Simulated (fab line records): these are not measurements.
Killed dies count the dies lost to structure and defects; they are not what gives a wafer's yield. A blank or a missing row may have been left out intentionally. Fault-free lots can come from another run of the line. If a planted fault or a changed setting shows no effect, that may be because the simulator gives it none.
What tool caused it? :: flow nand-harc :: 11 lots with 33 wafers sampled at 3 steps, on a route of 1302 steps

WHAT THE GAUGES READ, wafer by wafer
NHARC_P_ZERO_WELL_INSPECT_43.
lot: L120
measured: day 2 23:34
on: defect-inspect-02
raw-defect-count: 7 14 10

lot: L122
measured: day 3 19:21
on: defect-inspect-01
raw-defect-count: 16 13 14

lot: L123
measured: day 4 05:49
on: defect-inspect-02
raw-defect-count: 35 13 15

lot: L125
measured: day 5 01:28
on: defect-inspect-02
raw-defect-count: 6 19 15

lot: L127
measured: day 5 21:37
on: defect-inspect-02
raw-defect-count: 13 10 17

lot: L132
measured: day 7 23:43
on: defect-inspect-02
raw-defect-count: 6 13 11

lot: L133
measured: day 8 09:25
on: defect-inspect-01
raw-defect-count: 960 941 952

lot: L135
measured: day 9 05:34
on: defect-inspect-02
raw-defect-count: 981 923 938

lot: L139
measured: day 10 22:12
on: defect-inspect-01
raw-defect-count: 11 5 14

lot: L140
measured: day 11 07:50
on: defect-inspect-02
raw-defect-count: 14 15 5

lot: L141
measured: day 11 17:44
on: defect-inspect-02
raw-defect-count: 6 11 10

WHICH TOOL RAN EACH LOT (tool, then ch and the chambers of the sampled wafers, then the start)
lot: L120
NHARC_P_ZERO_WELL_ETCH_65: rie-diel-04 ch 1,2, day 2 17:22
NHARC_P_ZERO_WELL_ETCH_63: rie-si-01 ch 1,3, day 2 17:32

lot: L122
NHARC_P_ZERO_WELL_ETCH_65: rie-diel-04 ch 0,3, day 3 13:22
NHARC_P_ZERO_WELL_ETCH_63: rie-si-06 ch 0,1, day 3 13:33

lot: L123
NHARC_P_ZERO_WELL_ETCH_65: rie-diel-12 ch 0,1,3, day 3 23:38
NHARC_P_ZERO_WELL_ETCH_63: rie-si-04 ch 0,2, day 3 23:49

lot: L125
NHARC_P_ZERO_WELL_ETCH_65: rie-diel-04 ch 0,1,2, day 4 19:22
NHARC_P_ZERO_WELL_ETCH_63: rie-si-04 ch 1,2, day 4 19:32

lot: L127
NHARC_P_ZERO_WELL_ETCH_65: rie-diel-05 ch 0,1,3, day 5 15:31
NHARC_P_ZERO_WELL_ETCH_63: rie-si-06 ch 0,1,3, day 5 15:41

lot: L132
NHARC_P_ZERO_WELL_ETCH_65: rie-diel-05 ch 1,3, day 7 17:29
NHARC_P_ZERO_WELL_ETCH_63: rie-si-06 ch 0,2,3, day 7 17:40

lot: L133
NHARC_P_ZERO_WELL_ETCH_65: rie-diel-04 ch 1,2,3, day 8 03:27
NHARC_P_ZERO_WELL_ETCH_63: rie-si-06 ch 0,1,2, day 8 03:37

lot: L135
NHARC_P_ZERO_WELL_ETCH_65: rie-diel-05 ch 0,2,3, day 8 23:29
NHARC_P_ZERO_WELL_ETCH_63: rie-si-06 ch 0,2,3, day 8 23:39

lot: L139
NHARC_P_ZERO_WELL_ETCH_65: rie-diel-04 ch 0,1,2, day 10 15:29
NHARC_P_ZERO_WELL_ETCH_63: rie-si-01 ch 0,1, day 10 15:40

lot: L140
NHARC_P_ZERO_WELL_ETCH_65: rie-diel-05 ch 0,1,2, day 11 01:32
NHARC_P_ZERO_WELL_ETCH_63: rie-si-01 ch 0,1,3, day 11 01:44

lot: L141
NHARC_P_ZERO_WELL_ETCH_65: rie-diel-12 ch 0,2,3, day 11 11:28
NHARC_P_ZERO_WELL_ETCH_63: rie-si-04 ch 0,3, day 11 11:38
- NHARC_P_ZERO_WELL_ETCH_65: etches the open film in N2/H2, target depth 80 nm, overetch 24 nm, time 87.88 s.
- NHARC_P_ZERO_WELL_ETCH_63: etches the open film in HBr/Cl2, target depth 120 nm, time 40.1 s.

THE ANSWER, worked out from the rows above alone
Rule: usual is defined by the lots themselves. The widest of any qualifying gaps counts: lots, ordered by their means at a reading, are off when they make up no more than a third of the lots, leave a main group of 4 or more, and stand apart from it by 3 or more times the standard deviation of that group's means. A main group is skipped when, at the precision printed for the reading in the tables above, its means are all equal. Also off: a lot with no number at a reading for which 4 or more lots have one. Where the step has rows for the other lots, those lots are counted as sound.
Off: L133, L135 (NHARC_P_ZERO_WELL_INSPECT_43, raw-defect-count). The main group has a mean of 13 with a standard deviation of 3.5.
If a tool, at a process step before that reading, ran all the lots that are off and no sound lot after the first of them, it fits. The gauges at NHARC_P_ZERO_WELL_INSPECT_43 are tried like those tools. One fits: rie-si-06 at NHARC_P_ZERO_WELL_ETCH_63. A fault onset in the window from L132 (day 7 17:40, its last sound lot) to L133 (day 8 03:37, its first lot off) fits.

WHAT THE SIMULATOR PUT IN
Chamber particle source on rie-si-06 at NHARC_P_ZERO_WELL_ETCH_63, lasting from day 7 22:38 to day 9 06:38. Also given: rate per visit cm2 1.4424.
Struck lots among those shown: L133, L135. This agrees with what the rule above found.
